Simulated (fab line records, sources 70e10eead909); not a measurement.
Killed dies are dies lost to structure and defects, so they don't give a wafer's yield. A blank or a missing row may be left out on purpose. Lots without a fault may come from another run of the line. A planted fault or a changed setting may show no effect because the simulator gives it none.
Chamber matching | flow nand_harc | NHARC_P_GATE_DESCUM_31 on rie_diel-09: 4 sister chambers
The step chemistry O2, time 3 s. 14 wafers are shown with their chamber, then 7 later ones without.

WAFERS WITH THEIR CHAMBER
wafer  | chamber | drypump_motor_current_A (A) | oes_product_au (a.u.) | rf_vpp_V (V)
L144.2 | 3       | 6.2                         | 0.998                 | 57.1
L144.4 | 2       | 6.2                         | 0.998                 | 57.0
L144.5 | 2       | 6.1                         | 0.996                 | 57.7
L145.2 | 3       | 6.2                         | 0.999                 | 58.5
L145.3 | 1       | 6.7                         | 1.002                 | 57.9
L145.6 | 3       | 6.2                         | 1.003                 | 57.9
L148.3 | 1       | 6.7                         | 1.007                 | 56.9
L148.4 | 3       | 6.2                         | 0.998                 | 57.7
L148.6 | 0       | 5.7                         | 1.002                 | 58.3
L152.3 | 1       | 6.7                         | 1.002                 | 58.0
L152.4 | 2       | 6.2                         | 0.997                 | 57.1
L152.6 | 3       | 6.2                         | 0.989                 | 59.0
L162.2 | 1       | 6.6                         | 1.007                 | 56.9
L162.4 | 3       | 6.2                         | 0.999                 | 56.8

SIGNATURES (means of the wafers above)
reading                 | chamber 0 | chamber 1 | chamber 2 | chamber 3 | scatter within a chamber
drypump_motor_current_A | 5.700     | 6.675     | 6.167     | 6.200     | 0.0376
oes_product_au          | 1.00200   | 1.00450   | 0.99700   | 0.99767   | 0.00367
rf_vpp_V                | 58.300    | 57.425    | 57.267    | 57.833    | 0.695
Rule: a wafer's distance from a chamber is the root of the sum, over the readings, of the square of ((its reading less the chamber's mean) divided by the reading's scatter). The wafer belongs to the nearest chamber; if the next one is less than 2 further off, it can't be placed. The scatter: the root of (the sum of the squares of (reading less its chamber's mean) over the shown wafers, divided by (wafers less chambers)).

WAFERS WITHOUT THEIR CHAMBER
wafer  | drypump_motor_current_A (A) | oes_product_au (a.u.) | rf_vpp_V (V)
L162.5 | 6.1                         | 1.022                 | 57.1
L164.1 | 6.1                         | 0.996                 | 57.4
L164.3 | 5.7                         | 0.998                 | 57.1
L164.5 | 6.1                         | 1.004                 | 58.2
L165.4 | 6.2                         | 1.005                 | 59.1
L165.5 | 6.2                         | 1.001                 | 57.7
L165.6 | 5.7                         | 1.005                 | 58.5

WHICH CHAMBER EACH WENT THROUGH
wafer  | from the rows above     | in truth
L162.5 | can't be placed: 2 or 3 | 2
L164.1 | can't be placed: 2 or 3 | 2
L164.3 | 0                       | 0
L164.5 | can't be placed: 2 or 3 | 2
L165.4 | can't be placed: 3 or 2 | 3
L165.5 | can't be placed: 3 or 2 | 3
L165.6 | 0                       | 0
Placed correctly: 2 of 7. Can't be placed from these rows: 5 (the true chamber is among the candidates in 5). Placed wrongly: 0.
